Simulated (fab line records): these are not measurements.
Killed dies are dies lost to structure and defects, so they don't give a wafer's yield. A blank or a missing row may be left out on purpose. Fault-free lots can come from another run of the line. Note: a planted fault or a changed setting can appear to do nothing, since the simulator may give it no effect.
Which tool is to blame? / flow n5_finfet / 12 lots with 36 wafers sampled at 5 steps, on a route of 1938 steps

== WHAT EACH GAUGE READ, for each wafer ==
N5_BEOL_M7_OVL_MEAS_12.
lot=L438; measured=day 9 02:05; on=overlay-02; M7_OVL (nm)=0.6 -1.5 -0.1
lot=L441; measured=day 9 14:23; on=overlay-01; M7_OVL (nm)=0.2 -1.4 -0.7
lot=L442; measured=day 9 22:58; on=overlay-01; M7_OVL (nm)=0.9 0.8 0.3
lot=L445; measured=day 10 15:00; on=overlay-01; M7_OVL (nm)=18.4 17.5 17.3
lot=L446; measured=day 11 08:17; on=overlay-02; M7_OVL (nm)=16.3 14.8 15.5
lot=L448; measured=day 12 06:37; on=overlay-01; M7_OVL (nm)=16.8 17.1 17.1
lot=L452; measured=day 12 18:25; on=overlay-02; M7_OVL (nm)=0.6 -0.3 -0.5
lot=L455; measured=day 13 15:34; on=overlay-01; M7_OVL (nm)=1.0 0.7 0.4
lot=L439; measured=day 14 19:45; on=overlay-01; M7_OVL (nm)=-0.1 0.0 0.1
lot=L458; measured=day 14 23:13; on=overlay-01; M7_OVL (nm)=0.0 -0.4 0.3
lot=L460; measured=day 15 18:07; on=overlay-02; M7_OVL (nm)=-0.2 0.3 -0.5
lot=L459; measured=day 16 09:58; on=overlay-02; M7_OVL (nm)=-0.2 -1.7 -1.6

== WHAT TOOL EACH LOT RAN ON (gives the tool, then ch and the chambers of the sampled wafers, and finally the start) ==
lot=L438; N5_BEOL_M6_CMP_52=cmp-03 ch 1,2,3, day 9 00:23; N5_BEOL_M6_DEP_56=pecvd-01 ch 0,1,2, day 9 00:43; N5_BEOL_M7_PECVD_70=pecvd-04 ch 1,2, day 9 01:28; N5_BEOL_M7_EXPOSE_08=arfi_scanner-03 ch 0, day 9 01:56
lot=L441; N5_BEOL_M6_CMP_52=cmp-03 ch 0,1,3, day 9 11:27; N5_BEOL_M6_DEP_56=pecvd-01 ch 1,2, day 9 11:49; N5_BEOL_M7_PECVD_70=pecvd-03 ch 0,1, day 9 12:35; N5_BEOL_M7_EXPOSE_08=arfi_scanner-01 ch 0, day 9 14:13
lot=L442; N5_BEOL_M6_CMP_52=cmp-04 ch 0,2,3, day 9 20:03; N5_BEOL_M6_DEP_56=pecvd-04 ch 0,1,2, day 9 20:22; N5_BEOL_M7_PECVD_70=pecvd-04 ch 1,2, day 9 21:07; N5_BEOL_M7_EXPOSE_08=arfi_scanner-03 ch 0, day 9 22:49
lot=L445; N5_BEOL_M6_CMP_52=cmp-04 ch 0,1, day 10 11:45; N5_BEOL_M6_DEP_56=pecvd-04 ch 0,1,2, day 10 12:07; N5_BEOL_M7_PECVD_70=pecvd-04 ch 0,1,2, day 10 12:51; N5_BEOL_M7_EXPOSE_08=arfi_scanner-03 ch 0, day 10 14:51
lot=L446; N5_BEOL_M6_CMP_52=cmp-04 ch 0,2,3, day 11 05:05; N5_BEOL_M6_DEP_56=pecvd-04 ch 1,2, day 11 05:22; N5_BEOL_M7_PECVD_70=pecvd-03 ch 1,2, day 11 06:07; N5_BEOL_M7_EXPOSE_08=arfi_scanner-03 ch 0, day 11 08:08
lot=L448; N5_BEOL_M6_CMP_52=cmp-02 ch 0,1,3, day 12 01:59; N5_BEOL_M6_DEP_56=pecvd-03 ch 0,1, day 12 02:16; N5_BEOL_M7_PECVD_70=pecvd-02 ch 0,1,2, day 12 03:00; N5_BEOL_M7_EXPOSE_08=arfi_scanner-03 ch 0, day 12 06:28
lot=L452; N5_BEOL_M6_CMP_52=cmp-04 ch 1,2, day 12 15:25; N5_BEOL_M6_DEP_56=pecvd-01 ch 0,2, day 12 15:46; N5_BEOL_M7_PECVD_70=pecvd-03 ch 1,2, day 12 17:00; N5_BEOL_M7_EXPOSE_08=arfi_scanner-02 ch 0, day 12 18:16
lot=L455; N5_BEOL_M6_CMP_52=cmp-02 ch 0,2, day 13 12:47; N5_BEOL_M6_DEP_56=pecvd-04 ch 1,2, day 13 13:06; N5_BEOL_M7_PECVD_70=pecvd-04 ch 0,1,2, day 13 13:51; N5_BEOL_M7_EXPOSE_08=arfi_scanner-02 ch 0, day 13 15:25
lot=L439; N5_BEOL_M6_CMP_52=cmp-02 ch 1,3, day 14 16:59; N5_BEOL_M6_DEP_56=pecvd-03 ch 1,2, day 14 17:19; N5_BEOL_M7_PECVD_70=pecvd-04 ch 1,2, day 14 18:03; N5_BEOL_M7_EXPOSE_08=arfi_scanner-02 ch 0, day 14 19:36
lot=L458; N5_BEOL_M6_CMP_52=cmp-02 ch 0,1,3, day 14 20:04; N5_BEOL_M6_DEP_56=pecvd-01 ch 0,2, day 14 20:21; N5_BEOL_M7_PECVD_70=pecvd-02 ch 0,2, day 14 21:05; N5_BEOL_M7_EXPOSE_08=arfi_scanner-02 ch 0, day 14 23:02
lot=L460; N5_BEOL_M6_CMP_52=cmp-02 ch 1,2, day 15 15:01; N5_BEOL_M6_DEP_56=pecvd-03 ch 0,1, day 15 15:22; N5_BEOL_M7_PECVD_70=pecvd-04 ch 0,1,2, day 15 16:07; N5_BEOL_M7_EXPOSE_08=arfi_scanner-01 ch 0, day 15 17:58
lot=L459; N5_BEOL_M6_CMP_52=cmp-02 ch 0,1,3, day 16 06:29; N5_BEOL_M6_DEP_56=pecvd-04 ch 0,1, day 16 06:51; N5_BEOL_M7_PECVD_70=pecvd-02 ch 0,2, day 16 07:36; N5_BEOL_M7_EXPOSE_08=arfi_scanner-01 ch 0, day 16 09:49
- N5_BEOL_M6_CMP_52: polishes, stops on SiCOH lowk, t overpolish 6.9 s, target thk 80 nm.
- N5_BEOL_M6_DEP_56: deposits SiCN from 3MS/NH3, target thk 10 nm, time 17.5 s.
- N5_BEOL_M7_PECVD_70: deposits SiO2 from TEOS/O2, target thk 20 nm, time 22.7 s.
- N5_BEOL_M7_EXPOSE_08: exposes mask M7.

== AS READ BY THE TOOLS THEMSELVES (means over the sampled wafers that have a number; for cases with no such wafer, the mark the record gives instead) ==
N5_BEOL_M6_CMP_52.
lot=L438; tool=cmp-03; barrier_field_endpoint_s (s)=29.5; motor_current_A (A)=5.4; overpolish_run_s (s)=6.901; time_to_endpoint_s (s)=65
lot=L441; tool=cmp-03; barrier_field_endpoint_s (s)=28.5; motor_current_A (A)=5.6; overpolish_run_s (s)=6.901; time_to_endpoint_s (s)=58
lot=L442; tool=cmp-04; barrier_field_endpoint_s (s)=29.6; motor_current_A (A)=6.9; overpolish_run_s (s)=6.911; time_to_endpoint_s (s)=66
lot=L445; tool=cmp-04; barrier_field_endpoint_s (s)=28.9; motor_current_A (A)=5.9; overpolish_run_s (s)=6.902; time_to_endpoint_s (s)=62
lot=L446; tool=cmp-04; barrier_field_endpoint_s (s)=29.2; motor_current_A (A)=6.7; overpolish_run_s (s)=6.903; time_to_endpoint_s (s)=61
lot=L448; tool=cmp-02; barrier_field_endpoint_s (s)=29.7; motor_current_A (A)=6.3; overpolish_run_s (s)=6.897; time_to_endpoint_s (s)=63
lot=L452; tool=cmp-04; barrier_field_endpoint_s (s)=28.1; motor_current_A (A)=5.9; overpolish_run_s (s)=6.904; time_to_endpoint_s (s)=61
lot=L455; tool=cmp-02; barrier_field_endpoint_s (s)=29.7; motor_current_A (A)=5.7; overpolish_run_s (s)=6.894; time_to_endpoint_s (s)=69
lot=L439; tool=cmp-02; barrier_field_endpoint_s (s)=29.5; motor_current_A (A)=7.2; overpolish_run_s (s)=6.896; time_to_endpoint_s (s)=67
lot=L458; tool=cmp-02; barrier_field_endpoint_s (s)=30.0; motor_current_A (A)=6.7; overpolish_run_s (s)=6.889; time_to_endpoint_s (s)=66
lot=L460; tool=cmp-02; barrier_field_endpoint_s (s)=29.6; motor_current_A (A)=7.2; overpolish_run_s (s)=6.897; time_to_endpoint_s (s)=63
lot=L459; tool=cmp-02; barrier_field_endpoint_s (s)=29.7; motor_current_A (A)=6.4; overpolish_run_s (s)=6.901; time_to_endpoint_s (s)=64

N5_BEOL_M6_DEP_56.
lot=L438; tool=pecvd-01; showerhead_plenum_p_Torr (Torr)=3.666; throttle_valve_pct (%)=9.0
lot=L441; tool=pecvd-01; showerhead_plenum_p_Torr (Torr)=3.651; throttle_valve_pct (%)=8.7
lot=L442; tool=pecvd-04; showerhead_plenum_p_Torr (Torr)=3.665; throttle_valve_pct (%)=8.8
lot=L445; tool=pecvd-04; showerhead_plenum_p_Torr (Torr)=3.665; throttle_valve_pct (%)=8.8
lot=L446; tool=pecvd-04; showerhead_plenum_p_Torr (Torr)=3.656; throttle_valve_pct (%)=8.5
lot=L448; tool=pecvd-03; showerhead_plenum_p_Torr (Torr)=3.655; throttle_valve_pct (%)=9.1
lot=L452; tool=pecvd-01; showerhead_plenum_p_Torr (Torr)=3.673; throttle_valve_pct (%)=9.0
lot=L455; tool=pecvd-04; showerhead_plenum_p_Torr (Torr)=3.665; throttle_valve_pct (%)=8.7
lot=L439; tool=pecvd-03; showerhead_plenum_p_Torr (Torr)=3.647; throttle_valve_pct (%)=8.3
lot=L458; tool=pecvd-01; showerhead_plenum_p_Torr (Torr)=3.680; throttle_valve_pct (%)=9.1
lot=L460; tool=pecvd-03; showerhead_plenum_p_Torr (Torr)=3.661; throttle_valve_pct (%)=9.1
lot=L459; tool=pecvd-04; showerhead_plenum_p_Torr (Torr)=3.664; throttle_valve_pct (%)=8.9

N5_BEOL_M7_PECVD_70.
lot=L438; tool=pecvd-04; heater_power_w (W)=805; showerhead_plenum_p_Torr (Torr)=8.779; susceptor_temp_C (C)=399.93; throttle_valve_pct (%)=21.2
lot=L441; tool=pecvd-03; heater_power_w (W)=695; showerhead_plenum_p_Torr (Torr)=8.760; susceptor_temp_C (C)=400.02; throttle_valve_pct (%)=22.5
lot=L442; tool=pecvd-04; heater_power_w (W)=763; showerhead_plenum_p_Torr (Torr)=8.762; susceptor_temp_C (C)=399.97; throttle_valve_pct (%)=20.9
lot=L445; tool=pecvd-04; heater_power_w (W)=751; showerhead_plenum_p_Torr (Torr)=8.782; susceptor_temp_C (C)=399.79; throttle_valve_pct (%)=21.5
lot=L446; tool=pecvd-03; heater_power_w (W)=658; showerhead_plenum_p_Torr (Torr)=8.723; susceptor_temp_C (C)=399.66; throttle_valve_pct (%)=20.4
lot=L448; tool=pecvd-02; heater_power_w (W)=677; showerhead_plenum_p_Torr (Torr)=8.756; susceptor_temp_C (C)=400.07; throttle_valve_pct (%)=21.9
lot=L452; tool=pecvd-03; heater_power_w (W)=761; showerhead_plenum_p_Torr (Torr)=8.730; susceptor_temp_C (C)=399.95; throttle_valve_pct (%)=20.5
lot=L455; tool=pecvd-04; heater_power_w (W)=739; showerhead_plenum_p_Torr (Torr)=8.789; susceptor_temp_C (C)=399.88; throttle_valve_pct (%)=21.6
lot=L439; tool=pecvd-04; heater_power_w (W)=822; showerhead_plenum_p_Torr (Torr)=8.774; susceptor_temp_C (C)=400.24; throttle_valve_pct (%)=21.4
lot=L458; tool=pecvd-02; heater_power_w (W)=755; showerhead_plenum_p_Torr (Torr)=8.770; susceptor_temp_C (C)=399.90; throttle_valve_pct (%)=22.0
lot=L460; tool=pecvd-04; heater_power_w (W)=782; showerhead_plenum_p_Torr (Torr)=8.774; susceptor_temp_C (C)=400.26; throttle_valve_pct (%)=21.7
lot=L459; tool=pecvd-02; heater_power_w (W)=666; showerhead_plenum_p_Torr (Torr)=8.776; susceptor_temp_C (C)=400.06; throttle_valve_pct (%)=21.7

== THE ANSWER, worked out from the rows above alone ==
Rule: the lots themselves supply what counts as usual. Put in order of their means at a reading, lots are off if they are a third of the lots or fewer, leave a main group of 4 or more, and stand apart from it by a gap of 3 or more times the standard deviation of the main group's means; of several such gaps the widest counts. A main group is skipped when, at the precision printed for the reading in the tables above, its means are all equal. A lot without any number at a reading at which 4 lots or more have one is off too. Any other lot the step has rows for is counted as sound. The gauges are gone through in route order, then the tools' own readings, and for those a lot's mean is taken as printed above. At the first step where some lot is off, the reading lying furthest off is the one used; lots without a number count as furthest.
Off: L445, L446, L448, at N5_BEOL_M7_OVL_MEAS_12 (M7_OVL). For the main group the mean is -0.1 nm and the standard deviation 0.55.
If a tool, at a process step before that reading, ran all the lots that are off and no sound lot after the first of them, it fits. Gauges at N5_BEOL_M7_OVL_MEAS_12: tried the same way as those tools. One fits: N5_BEOL_M7_EXPOSE_08 on arfi_scanner-03. Its last sound lot is L442 (day 9 22:49), its first lot that is off L445 (day 10 14:51): a fault that began between those two fits.

== WHAT THE SIMULATOR PUT IN ==
Scanner matching overlay: arfi_scanner-03, from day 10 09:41 on, at N5_BEOL_M7_EXPOSE_08. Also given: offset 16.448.
Struck lots among those shown: L445, L446, L448. The rule above found the same.
